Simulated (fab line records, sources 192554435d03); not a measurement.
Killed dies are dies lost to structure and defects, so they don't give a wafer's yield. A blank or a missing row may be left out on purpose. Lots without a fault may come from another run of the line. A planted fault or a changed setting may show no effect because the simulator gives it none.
fab line records | flow n5_finfet
record lots=5 wafers=15 last_day=14
route steps=1938 shown BEOL_M12@1609
lots that met no fault: from a run of the same line without faults
start_h: hours from the record's first day to the start of the lot's first wafer shown | wait_h: hours since the lot's step before | " the same as in the row above | L1.1+2: a row that stands for several wafers | - no value, or no start given | * or withheld: withheld | < > ~ a bound
route shown NAME@n: a module of which the file shows steps, and the number in the route of the first | usual: mean/standard deviation of fault-free wafers | same: alike in all rows | chamber/n: place in a boat | sites: the reading at each site | _std_site: their standard deviation | _edge_site: outer sites' mean less inner sites' | radius_mm: how far each site lies from the wafer's centre | mask NAME#n: copy n | behind: the tool/chamber that last shaped the wafer | hold: why the lot was held/for how many hours/how that ended | device: the transistor (n, p or np) that didn't switch | end of line: the same wafers' tests at the end of the route | a step without rows: its recipe alone | killed: dies lost to structure and defects at the first sort, not the wafer's yield | map: a wafer's dies, x killed, . not, _ none there
set.NAME: the setting as run; set.NAME@STEP: as run at that earlier step | model.NAME: the simulator's own value behind a step, which no gauge read
lots at some steps of the route; a table a step, a row a wafer
services: from which hour (start_h, from the record's first day; less than 0 if before it) a tool's chamber was out of use, for how many hours, and why
## steps
# step N5_BEOL_M12_PEB_08
# recipe peb_temp_c=130 peb_time_s=90
# usual chill_plate_temp_C=22.98/0.1 resist_line_temp_C=23.01/0.095
# columns lot.wafer tool chamber start_h wait_h chill_plate_temp_C resist_line_temp_C
L074.3 litho_track-03 0 227.98 0.0 23.12 22.98
L074.5 " 0 " " 23.05 22.99
L074.6 " 0 " " 23.00 22.96
L079.1 litho_track-05 0 248.31 0.1 22.92 23.00
L079.4 " 0 " " 22.75 22.95
L079.5 " 0 " " 22.96 22.99
L078.3 litho_track-02 0 252.72 0.0 23.18 23.07
L078.4 " 0 " " 23.08 22.95
L078.5 " 0 " " 23.00 22.95
L080.1 litho_track-05 0 256.14 0.1 22.93 23.05
L080.4 " 0 " " 23.07 22.85
L080.5 " 0 " " 23.13 23.00
L084.1 litho_track-02 0 292.90 0.1 22.87 22.99
L084.4 " 0 " " 23.05 23.08
L084.5 " 0 " " 23.03 23.04
# step N5_BEOL_M12_DEVELOP_09
# recipe develop_time_s=45 rinse_liquid=diw dry=air_spin dev_temp_c=21
# usual chill_plate_temp_C=23.01/0.11 resist_line_temp_C=23.00/0.11
# columns lot.wafer tool chamber start_h wait_h chill_plate_temp_C resist_line_temp_C
L074.3 litho_track-03 0 - - 23.27 22.87
L074.5 " 0 " " 23.18 22.92
L074.6 " 0 " " 23.10 22.97
L079.1 litho_track-05 0 - - 22.93 22.96
L079.4 " 0 " " 22.97 22.91
L079.5 " 0 " " 23.15 22.90
L078.3 litho_track-02 0 - - 23.05 23.10
L078.4 " 0 " " 23.01 23.11
L078.5 " 0 " " 22.93 23.11
L080.1 litho_track-05 0 - - 22.92 22.85
L080.4 " 0 " " 22.91 22.85
L080.5 " 0 " " 22.87 22.78
L084.1 litho_track-02 0 - - 22.95 22.80
L084.4 " 0 " " 22.89 22.80
L084.5 " 0 " " 23.01 22.87
# step N5_BEOL_M12_HARDBAKE_14
# recipe temp_c=130 time_s=120
# usual chill_plate_temp_C=23.01/0.11 resist_line_temp_C=23.01/0.091
# same time_s=120
# columns lot.wafer tool chamber start_h wait_h chill_plate_temp_C resist_line_temp_C
L074.3 litho_track-03 0 - - 23.02 23.13
L074.5 " 0 " " 23.04 23.01
L074.6 " 0 " " 23.00 23.04
L079.1 litho_track-05 0 - - 22.99 23.05
L079.4 " 0 " " 23.01 23.08
L079.5 " 0 " " 23.07 23.09
L078.3 litho_track-02 0 - - 23.14 23.16
L078.4 " 0 " " 23.06 23.10
L078.5 " 0 " " 23.06 23.03
L080.1 litho_track-05 0 - - 22.89 23.11
L080.4 " 0 " " 23.14 22.92
L080.5 " 0 " " 22.98 23.06
L084.1 litho_track-02 0 - - 23.04 22.84
L084.4 " 0 " " 22.82 22.93
L084.5 " 0 " " 22.98 22.88
# step N5_BEOL_M12_CD_MEAS_10
# recipe target_cd_nm=140 landing_energy_ev=500 detector=se_inlens polarity=opening
# usual cd_nm=138.5/2.2
# same landing_energy_ev=500
# columns lot.wafer tool chamber start_h wait_h cd_nm
L074.3 cd_sem-03 0 228.09 - 140.4
L074.5 " 0 " " 142.9
L074.6 " 0 " " 137.2
L079.1 cd_sem-03 0 248.42 - 140.1
L079.4 " 0 " " 139.4
L079.5 " 0 " " 139.5
L078.3 cd_sem-03 0 252.83 - 137.6
L078.4 " 0 " " 138.0
L078.5 " 0 " " 137.0
L080.1 cd_sem-02 0 256.26 - 141.8
L080.4 " 0 " " 139.0
L080.5 " 0 " " 137.8
L084.1 cd_sem-01 0 293.02 - 143.0
L084.4 " 0 " " 138.8
L084.5 " 0 " " 141.4
# step N5_BEOL_M12_OVL_MEAS_11
# recipe points_per_wafer=44
# usual V11_OVL=6/5
# columns lot.wafer tool chamber start_h wait_h V11_OVL[nm]
L074.3 overlay-01 0 228.12 0.0 5
L074.5 " 0 " " -2
L074.6 " 0 " " 4
L079.1 overlay-02 0 248.45 0.0 11
L079.4 " 0 " " 3
L079.5 " 0 " " 7
L078.3 overlay-02 0 252.86 0.0 2
L078.4 " 0 " " 10
L078.5 " 0 " " 9
L080.1 overlay-01 0 256.29 0.0 12
L080.4 " 0 " " 7
L080.5 " 0 " " 4
L084.1 overlay-02 0 293.05 0.0 1
L084.4 " 0 " " 2
L084.5 " 0 " " 6
# step N5_BEOL_M12_INSPECT_12
# recipe mode=adi inspect_instrument=macro
# usual raw_defect_count=2.2/1.7
# columns lot.wafer tool chamber start_h wait_h raw_defect_count
L074.3 defect_inspect-02 - 228.14 0.0 1
L074.5 " - " " 2
L074.6 " - " " 3
L079.1 defect_inspect-02 - 248.48 0.0 1
L079.4 " - " " 0
L079.5 " - " " 1
L078.3 defect_inspect-01 - 252.89 0.0 0
L078.4 " - " " 1
L078.5 " - " " 4
L080.1 defect_inspect-01 - 256.31 0.0 7
L080.4 " - " " 5
L080.5 " - " " 2
L084.1 defect_inspect-02 - 293.07 0.0 3
L084.4 " - " " 2
L084.5 " - " " 1
# step N5_BEOL_M12_DESCUM_15
# recipe chemistry=O2 time_s=7.9 source_power_w=50 bias_power_w=20 pressure_mtorr=20 rf_frequency_hz=2.712e+07 temp_c=40 o2_flow_sccm=225
# usual chamber_pressure_mTorr=19.999/0.019 drypump_motor_current_A=5.6/0.48 oes_product_au=0.84/0.072 rf_vpp_V=243.0/1 showerhead_plenum_p_Torr=2.09/0.052 throttle_valve_pct=20.53/0.2
# same time_s=7.9
# columns lot.wafer tool chamber start_h wait_h chamber_pressure_mTorr drypump_motor_current_A oes_product_au rf_hours_counter_h rf_vpp_V showerhead_plenum_p_Torr throttle_valve_pct
L074.3 rie_diel-03 3 228.18 0.0 20.007 5.5 0.88 44 243.2 2.13 20.44
L074.5 " 0 " " 20.000 5.8 0.95 - 242.2 2.05 20.21
L074.6 " 1 " " 19.988 6.3 0.80 - 242.9 2.13 20.63
L079.1 rie_diel-04 0 248.51 0.0 20.010 4.9 0.79 102 243.6 2.13 20.56
L079.4 " 2 " " 20.015 5.5 0.88 - 241.5 2.07 20.83
L079.5 " 1 " " 20.013 5.2 0.82 - 242.2 2.01 20.44
L078.3 rie_diel-05 0 252.92 0.0 19.994 6.0 0.71 211 241.9 1.99 20.57
L078.4 " 3 " " 20.015 5.8 0.69 202 242.8 2.09 20.93
L078.5 " 1 " " 19.976 5.3 0.87 - 242.2 2.14 20.71
L080.1 rie_diel-04 3 256.38 0.1 19.977 6.3 0.98 2 244.1 2.16 20.29
L080.4 " 1 " " 20.004 5.3 0.81 76 243.3 2.01 20.44
L080.5 " 3 " " 19.992 6.3 0.97 - 243.5 2.16 20.30
L084.1 rie_diel-04 3 293.11 0.0 19.989 6.3 0.92 14 244.8 2.16 20.31
L084.4 " 0 " " 19.952 4.8 0.80 115 242.6 2.13 20.57
L084.5 " 0 " " 19.982 4.8 0.78 - 242.8 2.13 20.57
# step N5_BEOL_M12_ETCH_59
# recipe chemistry=N2/H2 target=BARC target_depth_a=890 overetch_a=267 time_s=67.9 ion_energy_ev=200 pressure_mtorr=30 source_w=840 bias_w=150 n2_flow_sccm=200 h2_flow_sccm=200
# usual chamber_pressure_mTorr=29.99/0.046 drypump_motor_current_A=5.6/0.48 oes_product_au=0.71/0.059 rf_vpp_V=523.6/1.7 showerhead_plenum_p_Torr=2.54/0.05 throttle_valve_pct=17.90/0.26
# same time_s=67.9
# columns lot.wafer tool chamber start_h wait_h chamber_pressure_mTorr drypump_motor_current_A oes_product_au rf_hours_counter_h rf_vpp_V showerhead_plenum_p_Torr throttle_valve_pct
L074.3 rie_diel-03 3 228.21 0.0 30.00 5.4 0.74 44 526.4 2.60 18.02
L074.5 " 0 " " 30.00 5.8 0.81 - 522.3 2.50 17.56
L074.6 " 1 " " 30.02 6.3 0.69 - 525.2 2.57 17.92
L079.1 rie_diel-04 0 248.55 0.0 30.03 4.9 0.69 102 524.3 2.53 17.51
L079.4 " 2 " " 30.03 5.5 0.73 - 521.6 2.49 18.06
L079.5 " 1 " " 29.96 5.2 0.70 - 521.7 2.50 18.25
L078.3 rie_diel-05 0 252.95 0.0 29.99 6.0 0.60 211 519.6 2.42 17.96
L078.4 " 3 " " 30.01 5.8 0.60 202 522.4 2.51 18.16
L078.5 " 1 " " 30.00 5.2 0.74 - 526.2 2.62 18.25
L080.1 rie_diel-04 3 256.42 0.0 30.01 6.3 0.84 2 525.3 2.62 17.74
L080.4 " 1 " " 29.95 5.3 0.70 76 522.8 2.50 18.26
L080.5 " 3 " " 30.04 6.3 0.84 - 525.2 2.62 17.74
L084.1 rie_diel-04 3 293.14 0.0 29.98 6.3 0.79 14 525.1 2.61 17.76
L084.4 " 0 " " 29.97 4.8 0.68 115 523.5 2.52 17.54
L084.5 " 0 " " 30.01 4.8 0.68 - 523.6 2.52 17.54
# step N5_BEOL_M12_VIA_ETCH_16
# recipe chemistry=C4F8/O2/Ar target=SiOC pressure_mtorr=30 source_w=3000 bias_w=700 Ar_flow_sccm=400 C4F8_flow_sccm=15 O2_flow_sccm=8 he_inner_torr=15 he_outer_torr=30 target_depth_a=7248 time_s=withheld ion_energy_ev=250 ends=cleared
# usual chamber_pressure_mTorr=29.997/0.03 drypump_motor_current_A=5.6/0.48 he_outer_torr=30.00/0.062 oes_product_au=0.75/0.064 rf_vpp_V=665.1/2.1 showerhead_plenum_p_Torr=3.40/0.068 throttle_valve_pct=24.20/0.19
# columns lot.wafer tool chamber start_h wait_h chamber_pressure_mTorr drypump_motor_current_A he_outer_torr oes_product_au rf_vpp_V showerhead_plenum_p_Torr throttle_valve_pct
L074.3 rie_diel-03 3 228.26 0.0 29.965 5.5 30.03 0.79 666.6 3.48 24.27
L074.5 " 0 " " 29.960 5.8 30.05 0.84 664.6 3.37 24.03
L074.6 " 1 " " 30.015 6.4 30.14 0.72 666.9 3.43 24.18
L079.1 rie_diel-04 0 248.60 0.0 30.057 4.8 29.96 0.73 665.9 3.45 24.16
L079.4 " 2 " " 30.007 5.5 29.99 0.79 663.7 3.30 24.20
L079.5 " 1 " " 29.980 5.3 30.08 0.75 663.1 3.34 24.52
L078.3 rie_diel-05 0 253.01 0.0 29.984 6.0 29.90 0.63 660.5 3.23 24.12
L078.4 " 3 " " 29.964 5.8 29.99 0.63 662.3 3.39 24.57
L078.5 " 1 " " 29.941 5.3 30.21 0.79 667.7 3.49 24.50
L080.1 rie_diel-04 3 256.47 0.0 30.055 6.3 30.03 0.89 667.7 3.48 23.90
L080.4 " 1 " " 30.012 5.3 30.02 0.73 662.2 3.34 24.53
L080.5 " 3 " " 30.006 6.3 30.10 0.89 667.3 3.48 23.90
L084.1 rie_diel-04 3 293.19 0.0 29.979 6.3 29.94 0.85 666.8 3.48 23.92
L084.4 " 0 " " 30.007 4.8 30.04 0.71 665.6 3.44 24.15
L084.5 " 0 " " 29.975 4.8 30.04 0.72 666.3 3.44 24.17
# step N5_BEOL_M12_STRIP_63
# recipe chemistry=N2/H2 power_w=1000 temp_c=250 h2_frac=0.65 overash_fraction=0.3 pressure_mtorr=1000 n2_flow_sccm=1750 h2_flow_sccm=3250
# usual chamber_pressure_mTorr=1000.0/1 drypump_motor_current_A=6.0/0.39 heater_power_w=341/22 oes_product_au=0.693/0.0041 strip_time_to_endpoint_s=42.5/0.93
# columns lot.wafer tool chamber start_h wait_h chamber_pressure_mTorr drypump_motor_current_A heater_power_w oes_product_au rf_hours_counter_h strip_time_to_endpoint_s
L074.3 plasma_asher-02 0 228.48 - 999.5 6.3 354 0.701 - 42.6
L074.5 " 0 " " 998.9 6.3 340 0.688 - 43.1
L074.6 " 1 " " 999.8 5.7 355 0.697 - 43.1
L079.1 plasma_asher-02 0 248.80 - 1001.9 6.4 342 0.691 122 42.6
L079.4 " 1 " " 999.6 5.8 370 0.695 - 41.0
L079.5 " 1 " " 999.8 5.8 367 0.697 - 41.4
L078.3 plasma_asher-02 0 253.23 - 999.3 6.4 339 0.693 - 44.5
L078.4 " 1 " " 999.5 5.8 358 0.697 - 42.8
L078.5 " 0 " " 1001.3 6.4 337 0.696 - 42.6
L080.1 plasma_asher-02 0 256.67 - 1001.0 6.4 343 0.693 124 42.8
L080.4 " 1 " " 1000.6 5.8 369 0.691 - 41.5
L080.5 " 0 " " 1001.3 6.4 336 0.690 - 42.1
L084.1 plasma_asher-01 0 293.39 - 1000.8 6.3 313 0.690 76 43.2
L084.4 " 0 " " 998.6 6.3 314 0.694 - 42.5
L084.5 " 0 " " 999.2 6.2 317 0.695 - 42.4
# step N5_BEOL_M12_STRIP_64
# recipe chemistry=N2/H2 power_w=1000 temp_c=250 h2_frac=0.65 overash_fraction=0.3 pressure_mtorr=withheld n2_flow_sccm=1750 h2_flow_sccm=3250
# usual drypump_motor_current_A=6.0/0.39 heater_power_w=341/22 oes_product_au=0.715/0.0043 strip_time_to_endpoint_s=31.38/0.077
# columns lot.wafer tool chamber start_h wait_h drypump_motor_current_A heater_power_w oes_product_au rf_hours_counter_h strip_time_to_endpoint_s
L074.3 plasma_asher-02 0 228.54 0.0 6.4 350 0.712 - 31.51
L074.5 " 0 " " 6.4 340 0.711 - 31.51
L074.6 " 1 " " 5.8 364 0.715 - 31.41
L079.1 plasma_asher-02 0 248.86 0.0 6.4 338 0.718 122 31.35
L079.4 " 1 " " 5.7 354 0.710 - 31.38
L079.5 " 1 " " 5.7 356 0.719 - 31.39
L078.3 plasma_asher-02 0 253.29 0.0 6.4 341 0.711 - 31.25
L078.4 " 1 " " 5.8 366 0.721 - 31.32
L078.5 " 0 " " 6.4 343 0.717 - 31.30
L080.1 plasma_asher-02 0 256.73 0.0 6.3 348 0.721 124 31.49
L080.4 " 1 " " 5.7 352 0.716 - 31.39
L080.5 " 0 " " 6.4 342 0.719 - 31.42
L084.1 plasma_asher-01 0 293.45 0.0 6.2 312 0.710 76 31.51
L084.4 " 0 " " 6.3 315 0.716 - 31.55
L084.5 " 0 " " 6.3 317 0.721 - 31.48
# step N5_BEOL_M12_STRIP_71
# recipe chemistry=post_etch_residue_remover time_s=60 temp_c=25 remover_ph=withheld remover_water_wt_pct=withheld remover_fluoride_wt_pct=withheld
# same time_s=60
# columns lot.wafer tool chamber start_h wait_h
L074.3+5+6 wet_bench-05 2,4,5 228.61 0.0
L079.1+4+5 wet_bench-02 2,7,3 248.95 0.1
L078.3+4+5 wet_bench-01 6,1,4 253.35 0.0
L080.1+4+5 wet_bench-02 0,5,4 256.82 0.1
L084.1+4+5 wet_bench-05 7,1,0 293.54 0.1
# step N5_BEOL_M12_SRD_72
# recipe time_s=30 temp_c=23 rinse_liquid=diw dry=n2_spin spin_rpm=1500 dry_time_s=30
# same time_s=30
# columns lot.wafer tool chamber start_h wait_h
L074.3+5+6 wet_bench-05 2,4,5 228.63 0.0
L079.1+4+5 wet_bench-02 2,7,3 248.97 0.0
L078.3+4+5 wet_bench-01 6,1,4 253.39 0.0
L080.1+4+5 wet_bench-02 0,5,4 256.83 0.0
L084.1+4+5 wet_bench-05 7,1,0 293.56 0.0
# step N5_BEOL_M12_CD_MEAS_17
# recipe target_cd_nm=140 polarity=opening
# usual cd_nm=138.7/2.5
# columns lot.wafer tool chamber start_h wait_h cd_nm
L074.3 cd_sem-02 - 228.67 0.0 140.8
L074.5 " - " " 143.4
L074.6 " - " " 137.7
L079.1 cd_sem-03 - 249.01 0.0 140.4
L079.4 " - " " 138.3
L079.5 " - " " 139.0
L078.3 cd_sem-01 - 253.45 0.0 138.6
L078.4 " - " " 141.0
L078.5 " - " " 136.6
L080.1 cd_sem-03 - 256.87 0.0 143.0
L080.4 " - " " 139.4
L080.5 " - " " 138.9
L084.1 cd_sem-03 - 293.60 0.0 142.1
L084.4 " - " " 141.1
L084.5 " - " " 143.4
# step N5_BEOL_M12_COAT_65
# recipe resist=SOC temp_c=250 time_s=60 spin_rpm=1500 resist_thk_nm=300
# usual chill_plate_temp_C=22.98/0.11 resist_line_temp_C=23.03/0.11
# same time_s=60
# columns lot.wafer tool chamber start_h wait_h chill_plate_temp_C resist_line_temp_C
L074.3 litho_track-05 0 228.71 0.0 23.07 23.05
L074.5 " 0 " " 23.16 23.02
L074.6 " 0 " " 22.92 23.17
L079.1 litho_track-05 0 249.04 0.0 23.04 23.01
L079.4 " 0 " " 23.03 22.99
L079.5 " 0 " " 22.94 23.06
L078.3 litho_track-03 0 253.49 0.0 23.24 22.93
L078.4 " 0 " " 23.18 22.94
L078.5 " 0 " " 22.98 22.99
L080.1 litho_track-03 0 256.91 0.0 22.97 23.02
L080.4 " 0 " " 22.74 23.17
L080.5 " 0 " " 22.83 23.02
L084.1 litho_track-03 0 293.63 0.0 22.99 23.00
L084.4 " 0 " " 23.11 23.05
L084.5 " 0 " " 23.10 23.00
# step N5_BEOL_M12_COAT_66
# recipe resist=SiARC temp_c=220 time_s=60 spin_rpm=1500 resist_thk_nm=110
# usual chill_plate_temp_C=22.95/0.11 resist_line_temp_C=22.99/0.12
# same time_s=60
# columns lot.wafer tool chamber start_h wait_h chill_plate_temp_C resist_line_temp_C
L074.3 litho_track-05 0 - - 22.87 22.91
L074.5 " 0 " " 22.93 23.01
L074.6 " 0 " " 22.88 23.11
L079.1 litho_track-05 0 - - 22.95 23.02
L079.4 " 0 " " 23.01 23.08
L079.5 " 0 " " 22.92 23.07
L078.3 litho_track-03 0 - - 23.16 23.20
L078.4 " 0 " " 22.95 23.09
L078.5 " 0 " " 23.01 23.01
L080.1 litho_track-03 0 - - 23.18 23.18
L080.4 " 0 " " 23.13 23.33
L080.5 " 0 " " 23.12 23.16
L084.1 litho_track-03 0 - - 22.91 22.74
L084.4 " 0 " " 23.01 22.88
L084.5 " 0 " " 22.92 22.86
# step N5_BEOL_M12_COAT_22
# recipe spin_rpm=2888 resist_thk_nm=300
# usual chill_plate_temp_C=22.99/0.11 resist_line_temp_C=23.01/0.11
# columns lot.wafer tool chamber start_h wait_h chill_plate_temp_C resist_line_temp_C
L074.3 litho_track-05 0 - - 22.95 23.09
L074.5 " 0 " " 22.90 23.04
L074.6 " 0 " " 22.93 23.08
L079.1 litho_track-05 0 - - 23.18 22.82
L079.4 " 0 " " 23.17 22.98
L079.5 " 0 " " 23.11 22.99
L078.3 litho_track-03 0 - - 23.13 22.93
L078.4 " 0 " " 23.03 23.08
L078.5 " 0 " " 22.93 23.15
L080.1 litho_track-03 0 - - 22.99 22.92
L080.4 " 0 " " 22.81 23.02
L080.5 " 0 " " 22.96 22.97
L084.1 litho_track-03 0 - - 22.95 22.95
L084.4 " 0 " " 22.95 23.03
L084.5 " 0 " " 22.93 22.96
# step N5_BEOL_M12_EBR_24
# recipe solvent=PGMEA ebr_width_mm=1.5
# usual chill_plate_temp_C=22.99/0.089 resist_line_temp_C=23.02/0.11
# columns lot.wafer tool chamber start_h wait_h chill_plate_temp_C resist_line_temp_C
L074.3 litho_track-05 0 - - 23.02 23.07
L074.5 " 0 " " 22.99 23.06
L074.6 " 0 " " 22.95 23.10
L079.1 litho_track-05 0 - - 22.99 22.89
L079.4 " 0 " " 23.01 23.03
L079.5 " 0 " " 22.98 23.01
L078.3 litho_track-03 0 - - 22.93 23.01
L078.4 " 0 " " 22.94 22.91
L078.5 " 0 " " 22.95 22.87
L080.1 litho_track-03 0 - - 23.02 23.13
L080.4 " 0 " " 22.91 23.20
L080.5 " 0 " " 23.01 23.18
L084.1 litho_track-03 0 - - 22.97 22.87
L084.4 " 0 " " 22.86 22.92
L084.5 " 0 " " 22.77 22.98
# step N5_BEOL_M12_SOFTBAKE_23
# recipe temp_c=130 time_s=60
# usual chill_plate_temp_C=22.99/0.1 resist_line_temp_C=22.99/0.11
# same time_s=60
# columns lot.wafer tool chamber start_h wait_h chill_plate_temp_C resist_line_temp_C
L074.3 litho_track-05 0 - - 22.92 22.94
L074.5 " 0 " " 22.85 22.91
L074.6 " 0 " " 23.08 23.09
L079.1 litho_track-05 0 - - 23.00 22.96
L079.4 " 0 " " 22.87 23.05
L079.5 " 0 " " 23.15 22.94
L078.3 litho_track-03 0 - - 23.13 23.10
L078.4 " 0 " " 23.02 23.09
L078.5 " 0 " " 23.10 23.03
L080.1 litho_track-03 0 - - 23.22 23.08
L080.4 " 0 " " 23.04 23.10
L080.5 " 0 " " 23.12 23.09
L084.1 litho_track-03 0 - - 22.99 22.92
L084.4 " 0 " " 22.95 22.86
L084.5 " 0 " " 23.01 23.08
# step N5_BEOL_M12_EXPOSE_25
# recipe mask_id=M12 na=0.93 source_shape=conventional sigma_outer=0.4 polarization=unpolarized dose_mj=21.8
# usual stage_vel_mm_s=499.97/0.24
# columns lot.wafer tool chamber start_h wait_h mask stage_vel_mm_s
L074.3 krf_scanner-01 0 228.96 - M12#0 500.53
L074.5 " 0 " " M12#0 499.76
L074.6 " 0 " " M12#0 500.06
L079.1 krf_scanner-01 0 249.28 - M12#0 500.49
L079.4 " 0 " " M12#0 500.03
L079.5 " 0 " " M12#0 499.99
L078.3 krf_scanner-01 0 253.61 - M12#0 499.69
L078.4 " 0 " " M12#0 499.45
L078.5 " 0 " " M12#0 499.82
L080.1 krf_scanner-01 0 257.03 - M12#0 500.12
L080.4 " 0 " " M12#0 500.23
L080.5 " 0 " " M12#0 500.25
L084.1 krf_scanner-02 0 293.88 - M12#0 499.86
L084.4 " 0 " " M12#0 499.51
L084.5 " 0 " " M12#0 500.00
# step N5_BEOL_M12_PEB_26
# recipe peb_temp_c=130 peb_time_s=90
# usual chill_plate_temp_C=23.00/0.11 resist_line_temp_C=23.00/0.11
# columns lot.wafer tool chamber start_h wait_h chill_plate_temp_C resist_line_temp_C
L074.3 litho_track-02 0 229.01 0.0 23.11 23.20
L074.5 " 0 " " 22.98 22.92
L074.6 " 0 " " 22.93 23.19
L079.1 litho_track-02 0 249.34 0.1 23.13 22.95
L079.4 " 0 " " 23.12 22.88
L079.5 " 0 " " 22.95 22.91
L078.3 litho_track-03 0 253.66 0.0 22.95 22.98
L078.4 " 0 " " 23.01 22.98
L078.5 " 0 " " 23.12 22.94
L080.1 litho_track-03 0 257.09 0.1 22.90 23.16
L080.4 " 0 " " 22.98 22.88
L080.5 " 0 " " 22.84 22.92
L084.1 litho_track-05 0 293.93 0.1 22.99 22.93
L084.4 " 0 " " 22.94 23.22
L084.5 " 0 " " 22.98 23.03
# step N5_BEOL_M12_DEVELOP_27
# recipe develop_time_s=45 rinse_liquid=diw dry=air_spin dev_temp_c=21
# usual chill_plate_temp_C=23.02/0.12 resist_line_temp_C=23.00/0.11
# columns lot.wafer tool chamber start_h wait_h chill_plate_temp_C resist_line_temp_C
L074.3 litho_track-02 0 - - 23.02 23.12
L074.5 " 0 " " 23.18 23.12
L074.6 " 0 " " 23.18 23.12
L079.1 litho_track-02 0 - - 23.16 22.98
L079.4 " 0 " " 23.25 22.95
L079.5 " 0 " " 23.19 22.96
L078.3 litho_track-03 0 - - 22.85 22.99
L078.4 " 0 " " 23.06 22.87
L078.5 " 0 " " 22.97 22.84
L080.1 litho_track-03 0 - - 22.98 22.85
L080.4 " 0 " " 22.92 22.91
L080.5 " 0 " " 22.79 22.89
L084.1 litho_track-05 0 - - 23.05 22.84
L084.4 " 0 " " 22.99 22.94
L084.5 " 0 " " 23.05 22.95
# step N5_BEOL_M12_HARDBAKE_32
# recipe temp_c=130 time_s=120
# usual chill_plate_temp_C=22.99/0.11 resist_line_temp_C=22.97/0.1
# same time_s=120
# columns lot.wafer tool chamber start_h wait_h chill_plate_temp_C resist_line_temp_C
L074.3 litho_track-02 0 - - 23.07 22.93
L074.5 " 0 " " 23.12 23.11
L074.6 " 0 " " 23.05 22.85
L079.1 litho_track-02 0 - - 22.86 22.77
L079.4 " 0 " " 22.91 22.87
L079.5 " 0 " " 23.08 22.97
L078.3 litho_track-03 0 - - 22.97 22.90
L078.4 " 0 " " 23.01 23.05
L078.5 " 0 " " 22.90 22.96
L080.1 litho_track-03 0 - - 23.05 22.94
L080.4 " 0 " " 22.99 23.06
L080.5 " 0 " " 22.95 22.99
L084.1 litho_track-05 0 - - 22.77 23.07
L084.4 " 0 " " 22.98 22.93
L084.5 " 0 " " 23.22 22.96
# step N5_BEOL_M12_CD_MEAS_28
# recipe target_cd_nm=160.2 landing_energy_ev=500 detector=se_inlens polarity=opening
# usual cd_nm=160.5/2
# same landing_energy_ev=500
# columns lot.wafer tool chamber start_h wait_h cd_nm
L074.3 cd_sem-02 0 229.12 - 159.1
L074.5 " 0 " " 159.2
L074.6 " 0 " " 158.7
L079.1 cd_sem-02 0 249.46 - 158.9
L079.4 " 0 " " 162.0
L079.5 " 0 " " 158.9
L078.3 cd_sem-03 0 253.78 - 159.9
L078.4 " 0 " " 159.1
L078.5 " 0 " " 160.6
L080.1 cd_sem-03 0 257.20 - 162.3
L080.4 " 0 " " 162.4
L080.5 " 0 " " 164.4
L084.1 cd_sem-03 0 294.05 - 159.1
L084.4 " 0 " " 162.4
L084.5 " 0 " " 161.5
# step N5_BEOL_M12_OVL_MEAS_29
# recipe points_per_wafer=44
# usual M12_OVL=2/6.3
# columns lot.wafer tool chamber start_h wait_h M12_OVL[nm]
L074.3 overlay-01 0 229.15 0.0 8
L074.5 " 0 " " 10
L074.6 " 0 " " -1
L079.1 overlay-01 0 249.49 0.0 4
L079.4 " 0 " " 2
L079.5 " 0 " " -3
L078.3 overlay-01 0 253.81 0.0 7
L078.4 " 0 " " 5
L078.5 " 0 " " 7
L080.1 overlay-02 0 257.23 0.0 2
L080.4 " 0 " " 6
L080.5 " 0 " " 7
L084.1 overlay-02 0 294.08 0.0 24
L084.4 " 0 " " 6
L084.5 " 0 " " 5
# step N5_BEOL_M12_INSPECT_30
# recipe mode=adi inspect_instrument=macro
# usual raw_defect_count=1.9/1.5
# columns lot.wafer tool chamber start_h wait_h raw_defect_count
L074.3 defect_inspect-02 - 229.18 0.0 1
L074.5 " - " " 2
L074.6 " - " " 7
L079.1 defect_inspect-02 - 249.51 0.0 3
L079.4 " - " " 3
L079.5 " - " " 3
L078.3 defect_inspect-02 - 253.83 0.0 0
L078.4 " - " " 3
L078.5 " - " " 1
L080.1 defect_inspect-01 - 257.26 0.0 1
L080.4 " - " " 1
L080.5 " - " " 4
L084.1 defect_inspect-02 - 294.10 0.0 1
L084.4 " - " " 5
L084.5 " - " " 1
# step N5_BEOL_M12_DESCUM_33
# recipe chemistry=O2 time_s=7.9 source_power_w=50 bias_power_w=20 pressure_mtorr=20 rf_frequency_hz=2.712e+07 temp_c=40 o2_flow_sccm=225
# usual chamber_pressure_mTorr=20.001/0.018 drypump_motor_current_A=5.6/0.41 oes_product_au=0.80/0.086 rf_vpp_V=243.0/1.2 showerhead_plenum_p_Torr=2.09/0.057 throttle_valve_pct=20.61/0.2
# same time_s=7.9
# columns lot.wafer tool chamber start_h wait_h chamber_pressure_mTorr drypump_motor_current_A oes_product_au rf_hours_counter_h rf_vpp_V showerhead_plenum_p_Torr throttle_valve_pct
L074.3 rie_diel-05 2 229.21 0.0 19.972 5.3 0.73 132 242.9 2.14 20.75
L074.5 " 3 " " 20.012 5.8 0.69 - 242.6 2.10 20.91
L074.6 " 2 " " 19.970 5.3 0.74 - 243.7 2.14 20.74
L079.1 rie_diel-03 1 249.55 0.0 20.010 6.3 0.79 107 244.2 2.13 20.64
L079.4 " 3 " " 20.004 5.4 0.87 53 242.4 2.13 20.45
L079.5 " 1 " " 19.987 6.3 0.79 - 245.3 2.13 20.66
L078.3 rie_diel-03 0 253.88 0.0 19.998 5.8 0.93 20 243.4 2.05 20.22
L078.4 " 1 " " 20.025 6.4 0.80 109 243.3 2.13 20.66
L078.5 " 3 " " 20.011 5.4 0.87 - 243.5 2.13 20.45
L080.1 rie_diel-05 2 257.29 0.0 19.998 5.3 0.73 141 243.0 2.13 20.75
L080.4 " 2 " " 20.019 5.3 0.73 - 243.2 2.13 20.76
L080.5 " 1 " " 19.988 5.3 0.87 - 242.8 2.14 20.71
L084.1 rie_diel-05 1 294.30 0.2 20.017 5.2 0.85 56 243.6 2.14 20.74
L084.4 " 0 " " 20.028 6.0 0.69 226 242.1 1.98 20.62
L084.5 " 3 " " 20.024 5.8 0.68 - 243.9 2.09 20.96
## services
# columns tool chamber start_h hours kind
rie_diel-04 2 205.62 6.8 repair
krf_scanner-02 0 206.48 - calibration
wet_bench-02 - 212.05 5.5 repair
plasma_asher-01 - 216.65 2.8 pm
krf_scanner-01 - 220.62 4.4 pm
rie_diel-03 2 222.26 - clean
rie_diel-03 2 222.26 - consumable_replace:focus_ring
rie_diel-03 2 222.26 19.4 scheduled_down
rie_diel-03 2 222.26 19.4 vent_cycle
krf_scanner-02 - 225.00 1.3 pm
rie_diel-04 3 229.79 - clean
rie_diel-04 3 229.79 - consumable_replace:focus_ring
rie_diel-04 3 229.79 18.8 scheduled_down
rie_diel-04 3 229.79 18.8 vent_cycle
krf_scanner-01 - 235.64 1.3 pm
rie_diel-05 3 257.16 2.8 repair
krf_scanner-01 - 258.14 1.0 pm
krf_scanner-01 - 263.50 0.8 pm
krf_scanner-01 0 274.43 - calibration
rie_diel-04 2 277.62 3.7 repair
## key
fault none
